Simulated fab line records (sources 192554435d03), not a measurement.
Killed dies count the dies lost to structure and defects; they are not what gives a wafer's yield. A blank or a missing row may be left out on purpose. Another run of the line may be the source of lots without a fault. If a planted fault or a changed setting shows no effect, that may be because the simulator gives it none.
fab line records	flow n5-finfet
record lots=24	wafers=72	last-day=18
route steps=1938 shown SD_EPI_N@275 SD_EPI_P@306 ILD0@339 SDB@347
lots that met no fault: taken from a fault-free run of the same line
start-h: the number of hours between the record's first day and the start of the first shown wafer of the lot	wait-h: hours since the lot's step before	" unchanged from the row above	L1.1+2: one row covering several wafers at once	- no value present, or no start provided	* or withheld: withheld	< > ~ a bound
route shown NAME@n: names a module that has steps shown in the file, with the first one's number in the route	usual: mean/standard deviation of fault-free wafers	same: alike in all rows	chamber/n: place in a boat	sites: readings site by site	_std_site: the values' standard deviation	_edge_site: mean of outer sites minus mean of inner sites	radius-mm: how far each site lies from the wafer's centre	mask NAME#n: copy n	behind: the last tool/chamber to shape the wafer	hold: what put the lot on hold/how long, in hours/how the hold closed	device: the n, p or np transistor that did not switch	end of line: the route-end tests of the same wafers	step lacking rows: just its recipe	killed: the dies lost at the first sort to structure and to defects; this is not the yield of the wafer	map: a wafer's dies, marking killed ones x, the rest . and places with no die _
set.NAME: the setting as run; set.NAME@STEP: as run at that earlier step	model.NAME: the simulator's own value behind a step, which no gauge read
route steps across a sampled set of lots; one table per step, one row per wafer
services: the hour from which a tool's chamber was out of use, counted from the record's first day as start-h (under 0 if before that day), plus the number of hours and why
## steps
# step N5_SD_EPI_N_ETCH_35
# recipe chemistry=N2/H2	target=SOC	overetch-a=1080	mask-material=SiARC	temp-c=40	ion-energy-ev=100	source-w=3000	bias-w=133	pressure-mtorr=20	time-s=486	n2-flow-sccm=200	h2-flow-sccm=200
# usual drypump-motor-current-A=5.4/0.4	oes-product-au=0.67/0.047	rf-vpp-V=241.3/1.1	showerhead-plenum-p-Torr=2.59/0.055	throttle-valve-pct=23.81/0.22
lot.wafer	tool	chamber	start-h	wait-h	drypump-motor-current-A	oes-product-au	rf-hours-counter-h	rf-vpp-V	showerhead-plenum-p-Torr	throttle-valve-pct
L074.4	rie-diel-01	2	48.37	0.0	4.8	0.68	149	242.3	2.55	23.73
L074.5	"	1	"	"	6.1	0.76	-	242.3	2.58	23.83
L074.6	"	2	"	"	4.8	0.68	-	241.6	2.55	23.75
L075.2	rie-diel-01	2	54.75	0.0	4.8	0.68	152	240.3	2.54	23.75
L075.3	"	0	"	"	5.6	0.64	187	242.5	2.64	23.73
L075.4	"	3	"	"	5.2	0.68	173	240.9	2.53	23.75
L076.2	rie-diel-01	1	59.79	0.0	6.1	0.75	51	241.8	2.58	23.85
L076.4	"	2	"	"	4.8	0.67	153	240.9	2.54	23.76
L076.6	"	3	"	"	5.3	0.67	-	241.5	2.53	23.76
L077.3	rie-diel-02	3	67.55	0.0	5.8	0.70	92	241.8	2.56	23.70
L077.4	"	1	"	"	5.7	0.66	161	242.3	2.65	24.28
L077.5	"	2	"	"	5.4	0.65	-	242.0	2.62	23.71
L078.3	rie-diel-01	1	81.51	0.0	6.1	0.74	56	242.2	2.58	23.85
L078.4	"	2	"	"	4.8	0.68	158	241.1	2.54	23.77
L078.5	"	3	"	"	5.3	0.66	-	240.1	2.53	23.76
L079.1	rie-diel-06	1	89.56	0.0	5.6	0.66	179	241.9	2.61	23.35
L079.4	"	0	"	"	5.2	0.71	-	243.3	2.67	24.32
L079.6	"	2	"	"	5.0	0.67	-	241.9	2.64	23.65
L080.1	rie-diel-06	0	92.20	0.0	5.2	0.71	98	242.8	2.67	24.31
L080.3	"	2	"	"	5.0	0.68	141	242.1	2.64	23.65
L080.4	"	2	"	"	5.0	0.67	-	243.7	2.64	23.64
L083.2	rie-diel-01	2	108.96	0.0	4.8	0.66	167	240.2	2.54	23.77
L083.4	"	1	"	"	6.1	0.75	63	240.9	2.57	23.86
L083.5	"	1	"	"	6.1	0.73	-	241.6	2.57	23.87
L081.2	rie-diel-06	2	111.25	0.0	4.9	0.67	149	242.4	2.64	23.69
L081.4	"	0	"	"	5.2	0.70	-	242.5	2.67	24.34
L081.6	"	1	"	"	5.6	0.65	-	243.1	2.61	23.37
L084.2	rie-diel-02	3	112.25	0.0	5.9	0.68	110	240.0	2.55	23.71
L084.4	"	2	"	"	5.4	0.65	190	240.3	2.62	23.72
L084.5	"	2	"	"	5.4	0.65	-	242.2	2.62	23.71
L082.1	rie-diel-01	3	112.90	0.0	5.2	0.66	191	242.1	2.52	23.78
L082.4	"	2	"	"	4.8	0.67	169	239.6	2.54	23.77
L082.6	"	1	"	"	6.1	0.74	-	241.3	2.57	23.86
L085.2	rie-diel-06	1	118.54	0.0	5.6	0.65	192	243.4	2.61	23.35
L085.4	"	1	"	"	5.6	0.65	-	241.9	2.61	23.36
L085.6	"	2	"	"	5.0	0.67	-	242.8	2.63	23.68
L086.4	rie-diel-01	1	121.19	0.0	6.1	0.73	68	239.9	2.57	23.87
L086.5	"	2	"	"	4.8	0.67	-	240.4	2.54	23.77
L086.6	"	1	"	"	6.1	0.74	-	241.0	2.57	23.88
L087.4	rie-diel-02	3	129.13	0.0	5.9	0.69	116	242.3	2.55	23.73
L087.5	"	1	"	"	5.7	0.65	-	242.0	2.64	24.31
L087.6	"	2	"	"	5.4	0.64	-	242.8	2.61	23.73
L088.1	rie-diel-01	0	135.10	0.0	5.6	0.62	214	240.2	2.62	23.74
L088.2	"	1	"	"	6.1	0.74	73	240.3	2.57	23.89
L088.6	"	0	"	"	5.6	0.63	-	241.8	2.62	23.75
L089.1	rie-diel-01	3	141.00	0.0	5.2	0.66	201	239.9	2.52	23.80
L089.3	"	2	"	"	4.8	0.66	180	241.1	2.53	23.78
L089.5	"	3	"	"	5.3	0.65	-	240.8	2.52	23.78
L090.2	rie-diel-02	2	147.32	0.0	5.5	0.64	206	240.6	2.61	23.74
L090.3	"	1	"	"	5.7	0.64	188	241.8	2.64	24.32
L090.4	"	3	"	"	5.9	0.67	125	240.6	2.54	23.73
L091.1	rie-diel-01	2	152.61	0.0	4.8	0.66	185	240.2	2.53	23.79
L091.5	"	3	"	"	5.2	0.65	-	238.0	2.52	23.81
L091.6	"	2	"	"	4.8	0.65	-	241.0	2.53	23.78
L092.1	rie-diel-02	3	158.07	0.0	5.9	0.67	129	239.8	2.54	23.73
L092.3	"	0	"	"	5.2	0.82	23	242.3	2.71	23.88
L092.6	"	2	"	"	5.4	0.63	-	242.0	2.61	23.74
L093.1	rie-diel-06	0	168.75	0.0	5.2	0.69	125	241.9	2.66	24.36
L093.3	"	3	"	"	5.6	0.84	13	240.3	2.48	23.87
L093.5	"	2	"	"	5.0	0.66	-	240.0	2.63	23.68
L094.1	rie-diel-01	0	173.87	0.0	5.6	0.62	231	240.8	2.62	23.78
L094.2	"	2	"	"	4.8	0.65	192	241.1	2.53	23.79
L094.5	"	2	"	"	4.8	0.65	-	239.0	2.53	23.80
L095.3	rie-diel-01	2	177.95	0.0	4.8	0.64	193	240.6	2.53	23.81
L095.5	"	3	"	"	5.2	0.65	-	240.0	2.51	23.81
L095.6	"	0	"	"	5.6	0.62	-	240.4	2.62	23.79
L096.1	rie-diel-01	1	185.41	0.0	6.1	0.71	93	241.5	2.56	23.89
L096.3	"	3	"	"	5.2	0.65	219	240.7	2.51	23.81
L096.5	"	0	"	"	5.6	0.61	-	241.8	2.61	23.79
L097.2	rie-diel-01	2	192.02	0.0	4.8	0.64	198	240.2	2.53	23.81
L097.3	"	0	"	"	5.6	0.61	237	241.9	2.61	23.79
L097.4	"	3	"	"	5.2	0.65	-	239.6	2.51	23.83
# step N5_SD_EPI_P_DESCUM_14
# recipe chemistry=O2	time-s=7.9	source-power-w=50	bias-power-w=20	pressure-mtorr=20	rf-frequency-hz=2.712e+07	temp-c=40	resist=CAR-ArF-block	o2-flow-sccm=225
# usual drypump-motor-current-A=5.7/0.4	oes-product-au=0.78/0.073	rf-vpp-V=243.3/1.5	showerhead-plenum-p-Torr=2.10/0.083	throttle-valve-pct=20.46/0.21
lot.wafer	tool	chamber	start-h	wait-h	drypump-motor-current-A	oes-product-au	rf-hours-counter-h	rf-vpp-V	showerhead-plenum-p-Torr	throttle-valve-pct
L074.4	rie-diel-03	3	52.77	0.1	5.7	0.70	233	242.7	2.15	20.47
L074.5	"	1	"	"	5.1	0.83	-	242.2	2.03	19.99
L074.6	"	2	"	"	5.8	0.74	-	241.6	1.99	20.39
L075.2	rie-diel-03	0	58.99	0.0	5.9	0.86	58	245.1	2.21	20.40
L075.3	"	1	"	"	5.1	0.84	52	241.1	2.03	20.00
L075.4	"	2	"	"	5.8	0.74	198	240.8	1.99	20.41
L076.2	rie-diel-05	0	64.76	0.0	6.3	0.73	176	240.9	2.00	20.41
L076.4	"	3	"	"	6.1	0.74	153	245.1	2.18	20.58
L076.6	"	0	"	"	6.3	0.73	-	241.1	2.00	20.42
L077.3	rie-diel-05	2	71.89	0.0	6.3	0.78	132	243.3	2.12	20.34
L077.4	"	1	"	"	5.8	0.80	144	243.2	2.11	20.70
L077.5	"	3	"	"	6.1	0.74	-	244.5	2.18	20.58
L078.3	rie-diel-04	0	86.51	0.7	5.1	0.76	127	240.3	2.01	20.66
L078.4	"	3	"	"	5.9	0.66	247	241.5	1.99	20.50
L078.5	"	1	"	"	5.2	0.86	-	242.3	2.12	20.59
L079.1	rie-diel-03	0	93.90	0.0	5.8	0.85	65	245.6	2.21	20.41
L079.4	"	3	"	"	5.7	0.70	242	244.8	2.15	20.48
L079.6	"	0	"	"	5.8	0.85	-	246.0	2.21	20.43
L080.1	rie-diel-05	1	96.92	0.4	5.8	0.78	150	244.1	2.11	20.71
L080.3	"	0	"	"	6.3	0.71	184	242.4	2.00	20.45
L080.4	"	3	"	"	6.1	0.73	160	245.1	2.18	20.58
L083.2	rie-diel-03	0	113.30	0.0	5.8	0.84	67	245.7	2.21	20.42
L083.4	"	2	"	"	5.8	0.74	206	241.6	1.99	20.40
L083.5	"	3	"	"	5.6	0.71	-	244.3	2.15	20.48
L081.2	rie-diel-04	2	115.88	0.1	6.1	0.71	204	242.8	2.07	20.61
L081.4	"	0	"	"	5.1	0.75	-	241.7	2.01	20.69
L081.6	"	2	"	"	6.1	0.70	-	241.9	2.07	20.61
L084.2	rie-diel-03	0	116.79	0.2	5.8	0.84	68	244.7	2.21	20.44
L084.4	"	1	"	"	5.1	0.83	62	242.0	2.03	20.02
L084.5	"	3	"	"	5.7	0.70	-	244.2	2.15	20.49
L082.1	rie-diel-03	2	117.89	0.0	5.8	0.73	208	241.7	1.99	20.42
L082.4	"	1	"	"	5.1	0.83	62	242.4	2.03	19.98
L082.6	"	2	"	"	5.8	0.73	-	241.7	1.99	20.39
L085.2	rie-diel-03	3	123.23	0.2	5.7	0.69	248	242.9	2.15	20.47
L085.4	"	2	"	"	5.8	0.72	210	241.4	1.99	20.41
L085.6	"	2	"	"	5.8	0.72	-	240.8	1.99	20.41
L086.4	rie-diel-04	3	126.26	0.0	5.9	0.96	3	246.5	2.25	20.17
L086.5	"	3	"	"	5.9	0.96	-	244.8	2.25	20.20
L086.6	"	0	"	"	5.1	0.75	-	242.9	2.01	20.70
L087.4	rie-diel-04	3	133.95	0.4	5.9	0.96	6	246.5	2.25	20.19
L087.5	"	1	"	"	5.2	0.83	-	243.7	2.12	20.61
L087.6	"	0	"	"	5.1	0.75	-	242.2	2.01	20.69
L088.1	rie-diel-04	1	139.34	0.0	5.2	0.83	81	243.7	2.12	20.63
L088.2	"	3	"	"	5.9	0.95	8	244.5	2.25	20.20
L088.6	"	3	"	"	5.9	0.94	-	245.8	2.25	20.21
L089.1	rie-diel-05	2	145.58	0.3	6.3	0.75	155	243.2	2.11	20.36
L089.3	"	1	"	"	5.8	0.76	168	242.0	2.10	20.74
L089.5	"	3	"	"	6.1	0.72	-	245.2	2.17	20.60
L090.2	rie-diel-04	1	152.97	0.3	5.2	0.83	85	242.9	2.11	20.63
L090.3	"	3	"	"	5.9	0.93	13	245.0	2.25	20.20
L090.4	"	0	"	"	5.2	0.74	154	241.5	2.01	20.69
L091.1	rie-diel-03	1	157.32	0.1	5.2	0.82	74	242.1	2.03	20.02
L091.5	"	0	"	"	5.8	0.83	-	245.2	2.21	20.44
L091.6	"	3	"	"	5.7	0.95	-	243.7	2.15	20.16
L092.1	rie-diel-04	0	162.68	0.0	5.2	0.74	156	243.6	2.00	20.70
L092.3	"	1	"	"	5.2	0.82	88	244.1	2.11	20.63
L092.6	"	1	"	"	5.2	0.83	-	242.6	2.11	20.64
L093.1	rie-diel-04	2	173.92	0.0	6.1	0.69	223	242.0	2.06	20.63
L093.3	"	1	"	"	5.2	0.82	93	244.6	2.11	20.64
L093.5	"	3	"	"	5.9	0.92	-	246.0	2.25	20.20
L094.1	rie-diel-04	0	178.96	0.0	5.1	0.74	162	243.9	2.00	20.71
L094.2	"	2	"	"	6.1	0.69	224	243.5	2.06	20.64
L094.5	"	0	"	"	5.1	0.74	-	241.9	2.00	20.71
L095.3	rie-diel-03	2	183.27	0.0	5.8	0.71	229	240.2	1.98	20.43
L095.5	"	0	"	"	5.9	0.81	-	244.0	2.20	20.46
L095.6	"	1	"	"	5.1	0.80	-	241.7	2.02	20.03
L096.1	rie-diel-03	0	190.22	0.0	5.8	0.81	93	244.2	2.20	20.44
L096.3	"	1	"	"	5.1	0.80	83	243.1	2.02	20.02
L096.5	"	1	"	"	5.1	0.80	-	241.3	2.02	20.01
L097.2	rie-diel-04	2	197.02	0.0	6.1	0.69	231	243.3	2.06	20.66
L097.3	"	0	"	"	5.1	0.74	169	242.2	2.00	20.73
L097.4	"	1	"	"	5.2	0.81	-	244.1	2.11	20.64
# step N5_ILD0_THK_MEAS_04
# usual thk-nm=197.2/1
lot.wafer	tool	chamber	start-h	wait-h	thk-nm
L074.4	film-metro-01	-	67.41	-	195.8
L074.5	"	-	"	"	197.0
L074.6	"	-	"	"	198.0
L075.2	film-metro-02	-	77.09	-	196.5
L075.3	"	-	"	"	197.9
L075.4	"	-	"	"	197.5
L076.2	film-metro-01	-	77.14	-	197.0
L076.4	"	-	"	"	195.5
L076.6	"	-	"	"	197.1
L077.3	film-metro-02	-	79.65	-	197.4
L077.4	"	-	"	"	197.1
L077.5	"	-	"	"	195.5
L078.3	film-metro-02	-	94.56	-	195.7
L078.4	"	-	"	"	195.7
L078.5	"	-	"	"	198.4
L079.1	film-metro-01	-	101.59	-	198.1
L079.4	"	-	"	"	196.3
L079.6	"	-	"	"	198.0
L080.1	film-metro-01	-	105.29	-	198.3
L080.3	"	-	"	"	197.8
L080.4	"	-	"	"	198.2
L083.2	film-metro-01	-	121.45	-	197.0
L083.4	"	-	"	"	197.8
L083.5	"	-	"	"	195.1
L081.2	film-metro-01	-	123.18	-	198.0
L081.4	"	-	"	"	197.1
L081.6	"	-	"	"	196.7
L084.2	film-metro-02	-	124.13	-	197.4
L084.4	"	-	"	"	196.1
L084.5	"	-	"	"	197.0
L082.1	film-metro-02	-	126.70	-	197.8
L082.4	"	-	"	"	196.4
L082.6	"	-	"	"	196.8
L085.2	film-metro-02	-	133.16	-	198.2
L085.4	"	-	"	"	196.9
L085.6	"	-	"	"	198.7
L086.4	film-metro-01	-	133.47	-	196.5
L086.5	"	-	"	"	196.0
L086.6	"	-	"	"	196.2
L087.4	film-metro-02	-	141.69	-	196.8
L087.5	"	-	"	"	197.3
L087.6	"	-	"	"	197.6
L088.1	film-metro-02	-	146.71	-	198.1
L088.2	"	-	"	"	197.6
L088.6	"	-	"	"	197.8
L089.1	film-metro-02	-	153.07	-	197.6
L089.3	"	-	"	"	198.2
L089.5	"	-	"	"	199.0
L090.2	film-metro-02	-	160.25	-	197.8
L090.3	"	-	"	"	197.5
L090.4	"	-	"	"	197.1
L091.1	film-metro-02	-	164.93	-	197.6
L091.5	"	-	"	"	196.5
L091.6	"	-	"	"	197.2
L092.1	film-metro-02	-	169.86	-	196.3
L092.3	"	-	"	"	196.5
L092.6	"	-	"	"	198.5
L093.1	film-metro-02	-	182.31	-	197.7
L093.3	"	-	"	"	197.6
L093.5	"	-	"	"	198.1
L094.1	film-metro-01	-	187.58	-	194.3
L094.2	"	-	"	"	200.4
L094.5	"	-	"	"	200.3
L095.3	film-metro-01	-	191.19	-	197.3
L095.5	"	-	"	"	196.9
L095.6	"	-	"	"	197.7
L096.1	film-metro-01	-	199.44	-	196.1
L096.3	"	-	"	"	197.7
L096.5	"	-	"	"	194.8
L097.2	film-metro-01	-	207.83	-	197.3
L097.3	"	-	"	"	198.2
L097.4	"	-	"	"	198.1
# step N5_ILD0_ALD_15
# recipe material=SiNx	target-thk-a=240	temp-c=400	ald-precursor-family=SiH2I2	ald-co-reactant=N2/H2-plasma	pulse-time-s=1	ald-cycles=480	purge-time-s=2	co-reactant-purge-time-s=2	pressure-torr=2
# usual heater-power-w=810/78	precursor-pulse-height-rel=0.999/0.019	susceptor-temp-C=399.98/0.21
# same co-reactant-purge-time-s=2
lot.wafer	tool	chamber	start-h	wait-h	heater-power-w	precursor-pulse-height-rel	susceptor-temp-C
L074.4	ald-sin-02	0	69.54	1.3	714	0.981	399.67
L074.5	"	2	"	"	729	0.999	400.07
L074.6	"	3	"	"	773	1.013	399.86
L075.2	ald-sin-01	1	78.13	0.5	794	1.021	399.82
L075.3	"	3	"	"	964	0.984	399.74
L075.4	"	0	"	"	801	1.000	400.10
L076.2	ald-sin-02	0	78.18	0.5	714	0.970	400.10
L076.4	"	2	"	"	757	0.946	399.92
L076.6	"	2	79.27	1.1	778	1.016	400.14
L077.3	ald-sin-03	3	80.92	0.6	844	0.995	400.21
L077.4	"	1	"	"	729	1.004	399.78
L077.5	"	0	82.00	1.4	713	0.951	399.80
L078.3	ald-sin-02	2	95.60	0.4	751	1.023	399.86
L078.4	"	3	"	"	793	1.026	399.95
L078.5	"	0	96.69	1.2	707	1.021	400.03
L079.1	ald-sin-03	0	102.64	0.6	699	0.994	400.41
L079.4	"	1	"	"	740	0.988	400.11
L079.6	"	1	103.73	1.1	720	0.995	399.92
L080.1	ald-sin-02	3	106.34	0.6	798	1.007	399.69
L080.3	"	0	"	"	713	0.995	399.91
L080.4	"	1	"	"	959	0.990	399.88
L083.2	ald-sin-01	0	122.51	0.5	823	1.004	400.47
L083.4	"	1	"	"	821	0.988	399.74
L083.5	"	1	123.59	1.2	780	1.013	400.35
L081.2	ald-sin-03	0	124.23	0.5	727	0.988	399.75
L081.4	"	2	"	"	757	1.013	399.86
L081.6	"	3	125.31	1.1	874	1.032	400.11
L084.2	ald-sin-01	3	125.17	0.5	944	1.005	399.74
L084.4	"	1	"	"	799	0.997	399.91
L084.5	"	2	126.25	1.2	787	1.015	399.66
L082.1	ald-sin-01	2	127.97	0.8	775	1.011	400.09
L082.4	"	3	"	"	940	1.018	399.85
L082.6	"	3	129.05	1.1	920	0.956	400.15
L085.2	ald-sin-01	1	134.42	0.6	813	1.018	400.06
L085.4	"	0	"	"	826	1.001	400.28
L085.6	"	1	135.51	1.1	798	0.976	400.36
L086.4	ald-sin-02	2	134.55	0.3	767	0.980	399.49
L086.5	"	1	135.64	1.3	959	0.963	399.89
L086.6	"	0	"	"	707	0.981	400.16
L087.4	ald-sin-01	0	143.35	0.9	844	1.024	399.63
L087.5	"	3	144.43	1.8	918	1.007	400.00
L087.6	"	2	"	"	775	0.974	400.08
L088.1	ald-sin-01	3	147.75	0.6	923	0.992	400.09
L088.2	"	2	"	"	791	0.965	399.93
L088.6	"	3	148.84	1.1	945	1.026	400.35
L089.1	ald-sin-01	1	154.24	0.6	819	1.018	399.91
L089.3	"	2	"	"	783	1.017	399.81
L089.5	"	1	155.32	1.2	820	1.004	399.85
L090.2	ald-sin-01	1	161.74	0.9	817	1.002	399.97
L090.3	"	2	"	"	803	1.029	400.05
L090.4	"	0	"	"	841	1.006	399.78
L091.1	ald-sin-02	3	166.05	0.6	791	0.987	399.78
L091.5	"	1	167.14	1.3	946	1.011	399.97
L091.6	"	0	"	"	709	0.987	399.89
L092.1	ald-sin-02	0	171.00	0.7	731	0.983	399.95
L092.3	"	1	"	"	957	0.994	399.88
L092.6	"	2	172.09	1.2	762	1.003	400.09
L093.1	ald-sin-03	1	183.35	0.6	724	1.031	399.98
L093.3	"	0	"	"	719	1.022	400.27
L093.5	"	3	184.43	1.2	862	1.039	399.86
L094.1	ald-sin-01	0	188.63	0.6	837	1.008	399.54
L094.2	"	3	"	"	930	1.010	400.07
L094.5	"	0	189.72	1.2	816	1.014	399.81
L095.3	ald-sin-02	2	192.23	0.4	786	0.997	400.03
L095.5	"	0	193.32	1.2	705	0.979	399.80
L095.6	"	1	"	"	906	0.963	400.22
L096.1	ald-sin-01	2	200.49	0.6	796	0.985	399.89
L096.3	"	1	"	"	786	0.977	399.75
L096.5	"	1	201.57	1.2	812	0.986	399.95
L097.2	ald-sin-03	3	208.87	0.5	843	0.998	400.26
L097.3	"	2	"	"	742	0.988	399.94
L097.4	"	1	"	"	739	1.021	400.17
# step N5_ILD0_INSPECT_06
# recipe inspect-instrument=darkfield	mode=post-cmp
# usual raw-defect-count=37/14
lot.wafer	tool	chamber	start-h	wait-h	raw-defect-count
L074.4	defect-inspect-02	-	70.98	0.0	44
L074.5	"	-	"	"	23
L074.6	"	-	"	"	22
L075.2	defect-inspect-02	-	80.65	0.0	44
L075.3	"	-	"	"	71
L075.4	"	-	"	"	57
L076.2	defect-inspect-01	-	80.72	0.0	19
L076.4	"	-	"	"	34
L076.6	"	-	"	"	24
L077.3	defect-inspect-01	-	83.44	0.0	50
L077.4	"	-	"	"	16
L077.5	"	-	"	"	40
L078.3	defect-inspect-02	-	98.12	0.0	31
L078.4	"	-	"	"	32
L078.5	"	-	"	"	35
L079.1	defect-inspect-01	-	105.16	0.0	53
L079.4	"	-	"	"	26
L079.6	"	-	"	"	45
L080.1	defect-inspect-02	-	108.86	0.0	18
L080.3	"	-	"	"	36
L080.4	"	-	"	"	40
L083.2	defect-inspect-01	-	125.03	0.0	60
L083.4	"	-	"	"	26
L083.5	"	-	"	"	30
L081.2	defect-inspect-02	-	126.77	0.0	17
L081.4	"	-	"	"	34
L081.6	"	-	"	"	23
L084.2	defect-inspect-01	-	127.69	0.0	20
L084.4	"	-	"	"	32
L084.5	"	-	"	"	18
L082.1	defect-inspect-02	-	130.74	0.0	43
L082.4	"	-	"	"	25
L082.6	"	-	"	"	35
L085.2	defect-inspect-02	-	136.94	0.0	39
L085.4	"	-	"	"	48
L085.6	"	-	"	"	25
L086.4	defect-inspect-01	-	137.07	0.0	28
L086.5	"	-	"	"	40
L086.6	"	-	"	"	25
L087.4	defect-inspect-01	-	145.87	0.0	42
L087.5	"	-	"	"	47
L087.6	"	-	"	"	36
L088.1	defect-inspect-01	-	150.29	0.0	45
L088.2	"	-	"	"	39
L088.6	"	-	"	"	37
L089.1	defect-inspect-02	-	156.76	0.0	52
L089.3	"	-	"	"	42
L089.5	"	-	"	"	46
L090.2	defect-inspect-01	-	164.26	0.0	49
L090.3	"	-	"	"	30
L090.4	"	-	"	"	30
L091.1	defect-inspect-01	-	168.57	0.0	86
L091.5	"	-	"	"	32
L091.6	"	-	"	"	46
L092.1	defect-inspect-01	-	173.52	0.0	37
L092.3	"	-	"	"	21
L092.6	"	-	"	"	29
L093.1	defect-inspect-02	-	185.87	0.0	33
L093.3	"	-	"	"	38
L093.5	"	-	"	"	45
L094.1	defect-inspect-02	-	191.15	0.0	34
L094.2	"	-	"	"	44
L094.5	"	-	"	"	36
L095.3	defect-inspect-01	-	194.75	0.0	53
L095.5	"	-	"	"	30
L095.6	"	-	"	"	28
L096.1	defect-inspect-02	-	203.01	0.0	16
L096.3	"	-	"	"	19
L096.5	"	-	"	"	66
L097.2	defect-inspect-01	-	211.39	0.0	32
L097.3	"	-	"	"	32
L097.4	"	-	"	"	77
# step N5_SDB_HM_DEP_00
# recipe material=SiNx	target-thk-a=400	temp-c=400	precursor=SiH4/NH3/N2	pressure-torr=1.5	rf-w=300	time-s=35.3
# usual heater-power-w=826/100	showerhead-plenum-p-Torr=5.18/0.099	showerhead-vpp-V=1099/54	susceptor-temp-C=400.01/0.25	throttle-valve-pct=39.8/1.9
lot.wafer	tool	chamber	start-h	wait-h	heater-power-w	showerhead-plenum-p-Torr	showerhead-vpp-V	susceptor-temp-C	throttle-valve-pct
L074.4	pecvd-01	0	71.04	0.1	761	5.30	1012	400.25	39.7
L074.5	"	1	"	"	955	5.28	1209	399.94	39.5
L074.6	"	2	"	"	1053	5.17	1101	400.11	41.8
L075.2	pecvd-01	2	80.69	0.0	1007	5.17	1103	399.72	42.4
L075.3	"	1	"	"	960	5.29	1182	399.84	39.2
L075.4	"	2	"	"	987	5.16	1108	400.30	42.1
L076.2	pecvd-03	1	80.76	0.0	739	5.08	1047	399.57	39.8
L076.4	"	2	"	"	670	5.11	1031	399.67	38.1
L076.6	"	0	"	"	805	5.23	1064	400.43	39.0
L077.3	pecvd-02	2	83.47	0.0	850	5.17	1154	399.70	37.1
L077.4	"	2	"	"	864	5.18	1160	399.65	37.1
L077.5	"	0	"	"	741	5.24	1093	400.60	38.9
L078.3	pecvd-03	0	98.16	0.0	811	5.24	1049	399.63	39.3
L078.4	"	2	"	"	704	5.11	1038	399.80	37.4
L078.5	"	0	"	"	812	5.25	1064	399.64	39.2
L079.1	pecvd-02	1	105.20	0.0	778	5.00	1134	400.25	43.0
L079.4	"	2	"	"	820	5.18	1162	400.31	37.1
L079.6	"	0	"	"	858	5.24	1093	400.04	38.6
L080.1	pecvd-02	1	108.89	0.0	875	4.98	1155	399.99	42.9
L080.3	"	0	"	"	874	5.26	1110	400.28	38.9
L080.4	"	0	"	"	723	5.24	1099	400.04	38.7
L083.2	pecvd-02	2	125.07	0.0	881	5.19	1169	400.04	36.9
L083.4	"	1	"	"	804	5.00	1137	400.27	43.3
L083.5	"	2	"	"	917	5.18	1177	399.71	37.2
L081.2	pecvd-01	1	126.81	0.0	976	5.30	1176	399.82	39.5
L081.4	"	0	"	"	753	5.29	1032	399.77	39.8
L081.6	"	1	"	"	971	5.29	1175	399.56	39.5
L084.2	pecvd-01	1	127.73	0.0	966	5.29	1174	400.02	39.7
L084.4	"	2	"	"	892	5.15	1120	399.56	42.6
L084.5	"	0	"	"	654	5.30	1031	400.37	39.7
L082.1	pecvd-02	2	130.78	0.0	860	5.19	1158	399.73	37.2
L082.4	"	1	"	"	852	4.98	1118	400.18	43.3
L082.6	"	0	"	"	709	5.25	1094	400.03	38.8
L085.2	pecvd-02	1	136.98	0.0	730	5.00	1158	399.83	43.1
L085.4	"	1	"	"	759	4.98	1148	399.76	43.4
L085.6	"	2	"	"	794	5.18	1155	400.19	37.3
L086.4	pecvd-01	0	137.14	0.1	710	5.31	1016	399.59	39.9
L086.5	"	1	"	"	912	5.29	1184	400.20	39.5
L086.6	"	2	"	"	900	5.15	1106	400.29	42.6
L087.4	pecvd-02	2	145.93	0.1	879	5.18	1157	400.03	37.1
L087.5	"	0	"	"	847	5.24	1106	400.04	38.6
L087.6	"	1	"	"	828	4.99	1135	399.76	43.2
L088.1	pecvd-01	0	150.33	0.0	649	5.31	1017	400.09	39.7
L088.2	"	2	"	"	980	5.17	1110	400.37	42.5
L088.6	"	1	"	"	878	5.31	1180	400.55	39.4
L089.1	pecvd-01	2	156.79	0.0	970	5.17	1120	400.19	42.7
L089.3	"	0	"	"	766	5.29	1031	400.47	39.6
L089.5	"	0	"	"	762	5.30	1041	399.98	40.1
L090.2	pecvd-01	0	164.30	0.0	682	5.31	1022	399.79	39.8
L090.3	"	1	"	"	891	5.29	1200	400.10	39.4
L090.4	"	1	"	"	867	5.29	1170	399.93	39.3
L091.1	pecvd-03	1	168.61	0.0	822	5.08	1060	400.08	39.8
L091.5	"	2	"	"	619	5.11	1046	399.97	38.0
L091.6	"	1	"	"	820	5.08	1039	400.41	39.5
L092.1	pecvd-02	2	173.56	0.0	887	5.17	1152	399.85	36.9
L092.3	"	1	"	"	852	4.98	1139	399.86	43.3
L092.6	"	1	"	"	855	4.98	1157	400.13	43.4
L093.1	pecvd-03	2	185.93	0.1	703	5.10	1034	400.07	38.0
L093.3	"	1	"	"	753	5.09	1032	399.97	39.7
L093.5	"	2	"	"	694	5.13	1042	399.96	38.0
L094.1	pecvd-02	1	191.19	0.0	811	4.99	1148	400.06	43.2
L094.2	"	2	"	"	893	5.18	1164	400.34	37.2
L094.5	"	2	"	"	922	5.19	1150	400.65	37.1
L095.3	pecvd-03	1	194.79	0.0	792	5.09	1054	400.35	39.7
L095.5	"	0	"	"	810	5.24	1018	400.08	39.1
L095.6	"	2	"	"	658	5.11	1044	399.88	38.2
L096.1	pecvd-03	0	203.06	0.0	807	5.23	1041	399.93	39.0
L096.3	"	1	"	"	807	5.09	1047	400.05	39.8
L096.5	"	2	"	"	659	5.11	1028	399.95	38.1
L097.2	pecvd-03	2	211.42	0.0	720	5.11	1048	400.04	38.1
L097.3	"	1	"	"	783	5.09	1055	399.98	39.7
L097.4	"	2	"	"	747	5.11	1030	399.78	38.1
## services
tool	chamber	start-h	hours	kind
pecvd-03	1	26.19	17.9	repair
pecvd-03	-	29.59	5.5	pm
ald-sin-02	3	30.90	6.3	repair
rie-diel-02	-	38.00	14.6	pm
rie-diel-01	-	39.39	0.6	repair
ald-sin-02	0	52.88	3.4	repair
ald-sin-02	0	56.37	8.4	repair
ald-sin-02	1	65.92	3.8	repair
rie-diel-04	3	72.64	7.9	repair
pecvd-03	-	75.37	2.8	pm
rie-diel-01	1	81.67	5.2	repair
rie-diel-01	-	85.27	0.6	repair
ald-sin-01	-	85.37	14.0	pm
rie-diel-03	-	96.86	14.6	pm
pecvd-01	-	104.10	0.7	repair
pecvd-01	-	119.51	1.3	repair
rie-diel-03	1	132.78	6.3	repair
pecvd-02	-	156.60	0.3	repair
rie-diel-04	2	157.27	4.0	repair
rie-diel-03	-	163.67	4.3	pm
ald-sin-02	-	176.75	14.0	pm
pecvd-01	-	184.12	2.8	pm
rie-diel-01	1	191.40	6.2	repair
rie-diel-04	3	192.54	5.8	repair
## key
fault none
